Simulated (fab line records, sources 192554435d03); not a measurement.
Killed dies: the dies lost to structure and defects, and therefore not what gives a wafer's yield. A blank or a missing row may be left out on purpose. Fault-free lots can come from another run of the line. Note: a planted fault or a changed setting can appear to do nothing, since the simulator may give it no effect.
Comparing a struck lot with a sound one | flow n5Finfet | 17 steps out of a route of 1938
Sound: these wafers, L460.3, L460.5, L460.6. The struck wafers were L476.1, L476.3, L476.5. Last of all comes the cause.
Per side, at each step with rows, come the tool, then ch with its chambers, and then its first start. Under that, the readings that differ: sound wafers | struck wafers | difference of the means | sigmas: that difference in standard deviations of wafers without a fault.
alike: same words and numbers on both sides, and readings whose means sit less than 2 such deviations apart. not compared: any withheld reading, any reading some wafer has no value for, any bound like >300 that may hide the same value, and any number with overlapping values for which the record gives no deviation.
A row with sigmas, a row that says differs or no value, or rows on one side alone: a step with any of these is where the two part. When numbers do not overlap yet have no deviation, they are printed without sigmas and do not part them. A reading that every wafer of one side lacks parts them only if that side has two wafers or more.

first, 9 steps without rows for these wafers: N5_BEOL_M1_COAT_05 (resist thk 30 nm); N5_BEOL_M1_EBR_07; N5_BEOL_M1_SOFTBAKE_06 (time 60 s); N5_BEOL_M1_EXPOSE_08 (exposes mask M1); N5_BEOL_M1_PEB_09 (peb time 60 s); N5_BEOL_M1_DEVELOP_10 (develop time 30 s); N5_BEOL_M1_DESCUM_16 (chemistry O2, time 7 s); N5_BEOL_M1_ETCH_74 (etches underlayer in N2/H2, target depth 6.5 nm, time 5.2 s); N5_BEOL_M1_ETCH_63 (etches SiARC in CF4, target depth 15.6 nm, time 26 s).
N5_BEOL_M1_ETCH_64: etches SOC in N2/H2, target depth 75 nm, overetch 15 nm, time 112.5 s.
  sound on rieDiel-02 ch 0,2,3, day 6 15:47; struck on rieDiel-02 ch 0,2, day 10 16:34
reading                                   | sound       | struck      | difference | sigmas
model.SiARC_of_BEOL_M1_COAT_62.thkNm (nm) | 6.8 6.8 6.6 | 5.4 5.4 5.6 | -1.3       | 
model.BEOL_M1.cdOffsetNm (nm)             | 0 0 0       | 0.8 0.6 0.8 | +0.7       | 
  alike: drypumpMotorCurrentA, h2FlowSccm, oesProductAu, rfFwdPowerW, rfVppV, showerheadPlenumPTorr, throttleValvePct
  not compared: rfHoursCounterH
then, 3 steps without rows for these wafers: N5_BEOL_M1_STRIP_65 (strips in N2/H2); N5_BEOL_M1_STRIP_75 (strips in N2/H2); N5_BEOL_M1_STRIP_66 (strips in CF4).
N5_BEOL_M1_HM_OPEN_17: chemistry Cl2/BCl3, target TiN, target depth 20 nm, overetch 6 nm.
  sound on rieMetal-01 ch 0,1, day 6 15:59; struck on rieMetal-01 ch 0,1, day 10 16:44
reading                       | sound             | struck            | difference | sigmas
model.etch.depthNm (nm)       | 19.73 20.04 20.26 | 17.24 16.97 17.13 | -2.90      | 
model.BEOL_M1.cdOffsetNm (nm) | 0 0 0.2           | 1 0.4 0.8         | +1         | 
  alike: drypumpMotorCurrentA, mfcArSccm, oesProductAu, rfFwdPowerW, throttleValvePct
  not compared: rfHoursCounterH
then, 1 step without rows for these wafers: N5_BEOL_M1_STRIP_19 (strips in O2).
-- the record jumps here: 2 days lie between the struck wafers' starts before and after (it left off in module BEOL_M1 and takes up again in module BEOL_M4, whose first step shown is number 1111 of the route) --
N5_BEOL_M4_RC_MEAS_101:
  sound on prober-02 ch 0, day 8 05:46; struck on prober-02 ch 0, day 12 18:11
  alike: DIBL_N, DIBL_P, IOFF_N, IOFF_P, ION_N, ION_P, SS_N, SS_P, VT_N, VT_P
-- here the record skips 4 days between the struck wafers' starts before and after, leaving off in module BEOL_M4 and picking up in module PASSIVATION (first step shown: number 1936 of the route) --
N5_PASSIVATION_PROBE_49:
  rows exist in the record for the struck wafers here (prober-02, day 16 18:51), but not for the sound ones

== WHERE THEY PART ==
At N5_PASSIVATION_PROBE_49 and nowhere else, as far as this record goes.

WHY: what had been put in by the simulator
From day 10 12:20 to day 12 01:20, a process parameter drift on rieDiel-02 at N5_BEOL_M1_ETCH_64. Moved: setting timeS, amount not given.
